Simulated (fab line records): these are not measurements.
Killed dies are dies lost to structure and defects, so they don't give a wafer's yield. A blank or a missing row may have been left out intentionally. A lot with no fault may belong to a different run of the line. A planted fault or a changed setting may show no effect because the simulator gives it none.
Split-lot study ; flow n5Finfet ; route with 1938 steps; 7 lots, 39 wafers read

## THE SPLIT ITSELF
At N5_DUMMY_GATE_ETCH_44 (etches poly-Si in HBr/O2, stops on SiO2, target depth 127.5 nm), the setting targetDepthA was moved away from the recipe's 1275 angstrom on 18 of the 39 wafers read, by -11.7% to +10.0%. All remaining wafers had this setting at the recipe value.

The reading is taken at the split's own step.

## THE READING
oesProductAu, in a.u., at N5_DUMMY_GATE_ETCH_44 (etches poly-Si in HBr/O2, stops on SiO2, target depth 127.5 nm). On this fab line, fault-free wafers typically give 0.736 a.u. with a standard deviation of 0.012 a.u.

wafer;tool, chamber at the split;targetDepthA as run, angstrom;against the recipe;oesProductAu, a.u.;against lot-mates on the recipe
L077.1;rieSi-01, 1;1354;+6.2%;0.714;-0.025
L077.2;rieSi-01, 3;1354;+6.2%;0.714;-0.025
L077.3;rieSi-01, 0;1354;+6.2%;0.738;-0.001
L077.4;rieSi-01, 2;1275;recipe;0.741;-
L077.5;rieSi-01, 3;1275;recipe;0.726;-
L077.6;rieSi-01, 0;1275;recipe;0.750;-
L079.2;rieSi-03, 2;1275;recipe;0.748;-
L079.4;rieSi-03, 0;1275;recipe;0.742;-
L079.6;rieSi-03, 0;1275;recipe;0.758;-
L086.1;rieSi-05, 2;1168;-8.4%;0.787;+0.037
L086.2;rieSi-05, 1;1168;-8.4%;0.774;+0.024
L086.3;rieSi-05, 0;1168;-8.4%;0.771;+0.021
L086.4;rieSi-05, 3;1275;recipe;0.752;-
L086.5;rieSi-05, 2;1275;recipe;0.757;-
L086.6;rieSi-05, 3;1275;recipe;0.742;-
L088.1;rieSi-01, 1;1402;+10.0%;0.694;-0.042
L088.2;rieSi-01, 2;1402;+10.0%;0.703;-0.033
L088.3;rieSi-01, 0;1275;recipe;0.744;-
L088.4;rieSi-01, 3;1275;recipe;0.733;-
L088.5;rieSi-01, 1;1402;+10.0%;0.688;-0.048
L088.6;rieSi-01, 2;1275;recipe;0.730;-
L094.1;rieSi-01, 2;1275;recipe;0.741;-
L094.2;rieSi-01, 0;1343;+5.3%;0.731;-0.003
L094.3;rieSi-01, 3;1275;recipe;0.731;-
L094.4;rieSi-01, 1;1343;+5.3%;0.708;-0.026
L094.5;rieSi-01, 3;1275;recipe;0.730;-
L094.6;rieSi-01, 2;1343;+5.3%;0.712;-0.022
L095.1;rieSi-01, 0;1275;recipe;0.756;-
L095.2;rieSi-01, 2;1126;-11.7%;0.776;+0.036
L095.3;rieSi-01, 1;1126;-11.7%;0.780;+0.040
L095.4;rieSi-01, 3;1275;recipe;0.728;-
L095.5;rieSi-01, 2;1275;recipe;0.735;-
L095.6;rieSi-01, 1;1126;-11.7%;0.767;+0.027
L096.1;rieSi-01, 0;1275;recipe;0.749;-
L096.2;rieSi-01, 1;1356;+6.4%;0.707;-0.033
L096.3;rieSi-01, 2;1356;+6.4%;0.723;-0.017
L096.4;rieSi-01, 3;1275;recipe;0.734;-
L096.5;rieSi-01, 2;1275;recipe;0.736;-
L096.6;rieSi-01, 1;1356;+6.4%;0.710;-0.030

THE FIT
A straight line over all 39 wafers: oesProductAu changes by -0.00378 a.u. for each +1% of targetDepthA; r = -0.90; the points scatter about the line by 0.01 a.u.
The same after taking each lot's own level away (the mean of its wafers on the recipe; 39 wafers): -0.00337 a.u. for each +1%; r = -0.91; scatter 0.0086 a.u.
That fit puts the effect of the largest move of targetDepthA on the reading at 0.039 a.u.
Across the lots, their own levels run from 0.7340 to 0.7503 a.u., a range of 1.4 times the standard deviation given above.
In other words, the slope is changed by the lot-to-lot level; the two fits disagree.
Check: +0.0387 a.u. against its lot-mates is what the line predicts for one of the wafers moved furthest among these (-11.7%) when that wafer is left out of the fit. Against them it came out at +0.0363 a.u.
Tool readings at the split's step, against how far the setting was moved: oesProductAu r = -0.90.

## THESE WAFERS: OTHER SPLITS
These wafers also went through other splits before the reading. Each is held against what the fit with the lots' levels taken away leaves over:
other split on the same wafers;wafers away from the commonest value;r with oesProductAu (lot level and that fit taken away)
N5_WELL_APT_EXPOSE_22 doseMj;15;-0.13
N5_WELL_APT_IMPLANT_32 energyKev;12;+0.00
N5_DUMMY_GATE_ETCH_31 targetDepthA;12;-0.05
N5_DUMMY_GATE_ETCH_32 timeS;9;+0.07

## THE FILE'S OWN FIT
oesProductAu changes by -0.00338 a.u. for each +1% of targetDepthA, r = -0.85.
